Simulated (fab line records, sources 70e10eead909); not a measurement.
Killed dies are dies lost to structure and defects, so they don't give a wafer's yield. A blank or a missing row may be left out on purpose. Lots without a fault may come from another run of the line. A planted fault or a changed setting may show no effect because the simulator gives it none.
One fault seen from 2 desks | flow nand_harc | each desk has only its own numbers; what lay behind them comes last

THE TOOL OWNER'S DESK: ald_metal-04
The tool's own readings at NHARC_A_WL_FILL_ALD_02 (deposits TiN, target thk 2 nm, pulse time 3 s, ald cycles 100): means of the sampled wafers that have a number, for each lot that ran on this tool. A lot is out of limits, marked OUT, if its mean lies more than 4 standard deviations from the usual mean; the brackets give that distance.
Columns: A = heater_power_w at NHARC_A_WL_FILL_ALD_02, usual 1107 W; B = precursor_pulse_height_rel at NHARC_A_WL_FILL_ALD_02, usual 0.999
lot  | first seen here | A    | B
L140 | day 21 10:25    | 1087 | 1.001
L145 | day 24 04:14    | 1180 | 1.013
L153 | day 26 22:39    | 1098 | 1.007
L154 | day 27 07:03    | 1091 | 0.989
L159 | day 29 10:13    | 1077 | 1.007
This desk's finding: nothing out of limits on any of the 5 lots.

THE DEFECT DESK
What the inspections along the route counted, lot by lot: means of the sampled wafers that have a number. A lot is out of limits, marked OUT, if its mean lies more than 4 standard deviations from the usual mean; the brackets give that distance.
Columns: A = raw_defect_count at NHARC_A_SIN_REMOVE_INSPECT_04, usual 397
lot  | first seen here | A
L137 | day 20 21:38    | 294
L136 | day 21 02:04    | 492
L138 | day 21 02:04    | 449
L140 | day 21 09:52    | 461
L139 | day 21 09:53    | 396
L141 | day 22 07:33    | 360
L146 | day 23 21:52    | 269
L145 | day 24 03:41    | 386
L153 | day 26 22:00    | 467
L154 | day 27 05:38    | 443
L156 | day 27 19:08    | 352
L159 | day 29 09:37    | 370
L157 | day 30 03:08    | 349
This desk's finding: nothing out of limits on any of the 13 lots.

PUT TOGETHER
The tool owner's desk saw nothing out of limits.
The defect desk saw nothing out of limits.

WHAT THE SIMULATOR HAD PUT IN
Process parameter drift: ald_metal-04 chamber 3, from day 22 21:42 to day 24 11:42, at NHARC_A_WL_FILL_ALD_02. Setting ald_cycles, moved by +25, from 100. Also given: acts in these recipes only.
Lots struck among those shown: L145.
